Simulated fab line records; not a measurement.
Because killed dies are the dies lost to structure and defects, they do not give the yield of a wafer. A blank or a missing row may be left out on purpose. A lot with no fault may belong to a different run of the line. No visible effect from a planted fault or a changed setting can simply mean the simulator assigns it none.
Matching of chambers	flow n5_finfet	N5_BEOL_M3_ALD_98 on ald_sin-04: 4 sister chambers
The step deposits SiO2, target thk 2.5 nm, pulse time 1 s, co reactant pulse time 1 s. 4 wafers are shown with their chamber, then 10 later ones without.

WAFERS, EACH WITH ITS CHAMBER
wafer	chamber	heater_power_w (W)
L086.1	2	86
L089.5	1	79
L090.2	3	63
L090.4	0	77

WAFERS WITH NO CHAMBER GIVEN
wafer	heater_power_w (W)
L090.6	89
L092.1	60
L092.2	89
L092.3	78
L093.1	77
L093.2	63
L093.3	88
L094.2	61
L094.3	78
L094.5	79

WHICH CHAMBER EACH WENT THROUGH
wafer	from the rows above	in truth
L090.6	2	2
L092.1	3	3
L092.2	2	2
L092.3	can't be placed: 0 or 1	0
L093.1	can't be placed: 0 or 1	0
L093.2	3	3
L093.3	2	2
L094.2	3	3
L094.3	can't be placed: 0 or 1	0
L094.5	can't be placed: 1 or 0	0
Correct placement for 6 of the 10. These rows do not allow placing 4 (true chamber among the candidates in 4). 0 placed wrongly.
How it was worked out, from the rows above alone: a wafer's distance from a chamber is the root of the sum, over the readings, of the square of ((its reading less the chamber's mean) divided by the reading's scatter). The wafer belongs to the nearest chamber; if the next one is less than 2 further off, it can't be placed. For every chamber, the mean is computed from those of its wafers that are shown. The scatter: with one shown wafer a chamber, the root of the mean of the squares of how far each hidden wafer lies from its nearest shown one.
